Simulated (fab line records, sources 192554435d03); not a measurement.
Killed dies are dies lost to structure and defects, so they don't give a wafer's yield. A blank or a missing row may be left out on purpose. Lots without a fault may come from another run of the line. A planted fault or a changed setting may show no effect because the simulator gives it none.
Split-lot experiment | flow n5_finfet | 7 lots, 21 wafers read, on a route of 1938 steps

THE SPLIT
At N5_FIN_CUT_COAT_19 (time 60 s, resist thk 20 nm), the setting spin_rpm was moved away from the recipe's 1500 rpm on 7 of the 21 wafers read, by -7.3% to +6.5%. The other wafers ran this setting at the recipe's value.

FROM THE SPLIT TO THE READING: what the file shows between them, 5 steps
- N5_FIN_CUT_COAT_29: time 60 s, resist thk 10 nm
- N5_FIN_CUT_COAT_02: resist thk 30 nm
- N5_FIN_CUT_DESCUM_13: chemistry O2, time 7 s
- N5_FIN_CUT_ETCH_30: etches underlayer in N2/H2, target depth 13 nm, time 10.4 s
- N5_FIN_CUT_ETCH_20: etches SiARC in CF4, target depth 26 nm, time 43.3 s

THE READING
SiARC_of_FIN_CUT_COAT_19.thk_nm (the simulator's own value, which no gauge read), in nm, at N5_FIN_CUT_ETCH_21 (etches SOC in N2/H2, target depth 219 nm, overetch 43.8 nm, time 523.5 s). The file gives no usual value for it. The 14 wafers here that ran the recipe average 11.8 nm, standard deviation 0.2 nm.

wafer  | tool, chamber at the split | spin_rpm as run, rpm | against the recipe | SiARC_of_FIN_CUT_COAT_19.thk_nm, nm | against lot-mates on the recipe
L078.1 | litho_track-05, 0          | 1500                 | recipe             | 12.2                                | -
L078.2 | litho_track-05, 0          | 1500                 | recipe             | 12                                  | -
L078.3 | litho_track-05, 0          | 1500                 | recipe             | 12                                  | -
L081.1 | litho_track-03, 0          | 1454                 | -3.1%              | 12.2                                | +0.4
L081.4 | litho_track-03, 0          | 1454                 | -3.1%              | 12                                  | +0.2
L081.5 | litho_track-03, 0          | 1500                 | recipe             | 11.8                                | -
L082.1 | litho_track-03, 0          | 1500                 | recipe             | 11.8                                | -
L082.2 | litho_track-03, 0          | 1500                 | recipe             | 11.8                                | -
L082.3 | litho_track-03, 0          | 1500                 | recipe             | 11.6                                | -
L083.3 | litho_track-04, 0          | 1500                 | recipe             | 12                                  | -
L083.4 | litho_track-04, 0          | 1500                 | recipe             | 12                                  | -
L083.6 | litho_track-04, 0          | 1500                 | recipe             | 11.6                                | -
L090.1 | litho_track-05, 0          | 1500                 | recipe             | 12                                  | -
L090.3 | litho_track-05, 0          | 1390                 | -7.3%              | 12.6                                | +0.7
L090.6 | litho_track-05, 0          | 1500                 | recipe             | 11.8                                | -
L093.1 | litho_track-05, 0          | 1500                 | recipe             | 11.8                                | -
L093.4 | litho_track-05, 0          | 1597                 | +6.5%              | 11.2                                | -0.6
L093.6 | litho_track-05, 0          | 1597                 | +6.5%              | 11.2                                | -0.6
L095.2 | litho_track-03, 0          | 1420                 | -5.3%              | 12.6                                | +1.2
L095.5 | litho_track-03, 0          | 1420                 | -5.3%              | 12.6                                | +1.2
L095.3 | litho_track-03, 0          | 1500                 | recipe             | 11.4                                | -

THE FIT
A straight line over all 21 wafers: SiARC_of_FIN_CUT_COAT_19.thk_nm changes by -0.11 nm for each +1% of spin_rpm; r = -0.89; the points scatter about the line by 0.19 nm.
The same after taking each lot's own level away (the mean of its wafers on the recipe; 21 wafers): -0.126 nm for each +1%; r = -0.89; scatter 0.21 nm.
On that fit, the largest move of spin_rpm shifts the reading by 0.93 nm.
The lots' own levels span 11.40 to 12.07 nm, that is 3.3 times the standard deviation above.
So the lot-to-lot level changes the slope: the two fits differ.
Check: with one of the wafers moved furthest among these (-7.3%) left out of the fit, the line predicts +1.08 nm for it against its lot-mates. It came out at +0.7 nm against them.

OTHER SPLITS ON THESE WAFERS
These wafers also went through other splits before the reading. Each is held against what the fit with the lots' levels taken away leaves over:
other split on the same wafers          | wafers away from the commonest value | r with SiARC_of_FIN_CUT_COAT_19.thk_nm (lot level and that fit taken away)
N5_ZERO_LAYER_EXPOSE_08 dose_mj         | 8                                    | -0.12
N5_ZERO_LAYER_DEVELOP_10 develop_time_s | 7                                    | +0.29
N5_WELL_APT_PEB_06 peb_temp_c           | 4                                    | +0.08
N5_WELL_APT_DESCUM_13 time_s            | 3                                    | -0.24
N5_FIN_SAQP_PECVD_06 time_s             | 10                                   | -0.04
N5_FIN_SAQP_PEB_14 peb_time_s           | 10                                   | +0.13

THE WHOLE CHAIN: every reading that the file lists as answering this split, in the file's order
step               | what it does                                                             | reading                                                                          | change (the file's fit)                | r (the file's)
N5_FIN_CUT_COAT_19 | time 60 s, resist thk 20 nm                                              | SiARC_of_FIN_CUT_COAT_19.thk_nm (the simulator's own value, which no gauge read) | -0.0906 nm for each +1% of the setting | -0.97
N5_FIN_CUT_ETCH_20 | etches SiARC in CF4, target depth 26 nm, time 43.3 s                     | etch.depth_nm (the simulator's own value, which no gauge read)                   | -0.105 nm for each +1% of the setting  | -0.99
N5_FIN_CUT_ETCH_21 | etches SOC in N2/H2, target depth 219 nm, overetch 43.8 nm, time 523.5 s | SiARC_of_FIN_CUT_COAT_19.thk_nm (the simulator's own value, which no gauge read) | -0.122 nm for each +1% of the setting  | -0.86

THE FILE'S OWN FIT
SiARC_of_FIN_CUT_COAT_19.thk_nm changes by -0.122 nm for each +1% of spin_rpm, r = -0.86.
